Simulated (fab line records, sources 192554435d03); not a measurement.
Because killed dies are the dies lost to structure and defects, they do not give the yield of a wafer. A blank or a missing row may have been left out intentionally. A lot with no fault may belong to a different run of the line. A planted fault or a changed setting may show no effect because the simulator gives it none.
A lot that was struck, set against a sound lot || flow n5 finfet || 16 steps out of a route of 1938
Sound: these wafers, L533.3, L533.5, L533.6. Struck: wafer L526.2 (left out: L526.6, a lot-mate that was not struck); the cause follows at the end.
At each step with rows: each side's tool, then ch and its chambers, then its first start. Under that, the readings that differ: sound wafers || struck wafers || difference of the means || sigmas: that difference in standard deviations of wafers without a fault.
alike: words and numbers the same on both sides, and readings whose means are apart by under 2 such deviations; not compared: readings that were withheld, readings missing a value for some wafer, numbers with overlapping values and no deviation given by the record, and bounds like >300 which may hide the same value.
A row with sigmas, a row that says differs or no value, or rows on one side alone: a step with any of these is where the two part. Non-overlapping numbers with no deviation appear without sigmas and do not part them. A reading missing from all wafers of one side parts the sides only when that side holds two or more wafers.

first, 7 steps without rows for these wafers: N5_BEOL_M2_COAT_73 (time 60 s, resist thk 5 nm); N5_BEOL_M2_COAT_05 (resist thk 30 nm); N5_BEOL_M2_EBR_07; N5_BEOL_M2_SOFTBAKE_06 (time 60 s); N5_BEOL_M2_EXPOSE_08 (exposes mask M2); N5_BEOL_M2_PEB_09 (peb time 60 s); N5_BEOL_M2_DEVELOP_10 (develop time 30 s).
N5_BEOL_M2_CD_MEAS_11: target cd 16.79 nm.
  sound on cd sem-02 ch 0, day 11 11:44; struck on cd sem-01 ch 0, day 10 01:35
  alike: cd nm
N5_BEOL_M2_OVL_MEAS_12:
  sound on overlay-02 ch 0, day 11 11:47; struck on overlay-01 ch 0, day 10 01:38
  alike: M2_OVL
N5_BEOL_M2_INSPECT_13: inspects for defects (brightfield).
  sound: defect inspect-02 at day 11 11:50; struck: defect inspect-02 at day 10 01:41
  alike: raw defect count
N5_BEOL_M2_DESCUM_16: chemistry O2, time 7 s.
  sound on rie diel-06 ch 1,2,3, day 11 11:52; struck on rie diel-04 ch 0, day 10 01:43
  alike: bias power w, chamber pressure mTorr, drypump motor current A, oes product au, rf vpp V, showerhead plenum p Torr, throttle valve pct
  not compared: rf hours counter h
N5_BEOL_M2_ETCH_74: etches underlayer in N2/H2, target depth 6.5 nm, time 5.2 s.
  sound on rie diel-06 ch 1,2,3, day 11 11:53; struck on rie diel-04 ch 0, day 10 01:45
  alike: chamber pressure mTorr, drypump motor current A, etch rf on time s, oes product au, rf vpp V, showerhead plenum p Torr, throttle valve pct
  not compared: rf hours counter h
N5_BEOL_M2_ETCH_63: etches SiARC in CF4, target depth 15.6 nm, time 26 s.
  sound on rie diel-06 ch 1,2,3, day 11 11:55; struck on rie diel-04 ch 0, day 10 01:46
{"reading": "etch rf on time s (s)", "sound": "23.8 25.9 24.8", "struck": 40.0, "difference": "+15.2", "sigmas": "+15"}
{"reading": "oes product au (a.u.)", "sound": "0.85 0.68 0.69", "struck": 0.58, "difference": -0.16, "sigmas": -2}
  alike: chamber pressure mTorr, drypump motor current A, rf vpp V, showerhead plenum p Torr, throttle valve pct
  not compared: rf hours counter h
N5_BEOL_M2_ETCH_64: etches SOC in N2/H2, target depth 75 nm, overetch 22.5 nm, time 121.9 s.
  sound on rie diel-06 ch 1,2,3, day 11 11:56; struck on rie diel-04 ch 0, day 10 01:48
  alike: chamber pressure mTorr, drypump motor current A, oes product au, rf vpp V, showerhead plenum p Torr, throttle valve pct
  not compared: rf hours counter h
N5_BEOL_M4_RC_MEAS_101:
  sound on prober-02 ch 0, day 13 05:53; struck on prober-02 ch 0, day 11 13:49
  alike: DIBL_N, DIBL_P, IOFF_N, IOFF_P, ION_N, ION_P, SS_N, SS_P, VT_N, VT_P
-- a jump in the record: the struck wafers' starts before and after are 4 days apart (it breaks off in module BEOL_M4 and resumes in module PASSIVATION, where the first step shown is number 1936 of the route) --
N5_PASSIVATION_PROBE_49:
  the record has rows for the struck wafers here (prober-01, day 15 23:48) and none for the sound ones

== WHERE THEY PART ==
Earliest at N5_BEOL_M2_ETCH_63; latest, in this record, at N5_PASSIVATION_PROBE_49.

WHY: what the simulator had put in
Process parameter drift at N5_BEOL_M2_ETCH_63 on rie diel-04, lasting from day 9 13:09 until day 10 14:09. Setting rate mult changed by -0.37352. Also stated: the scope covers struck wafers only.
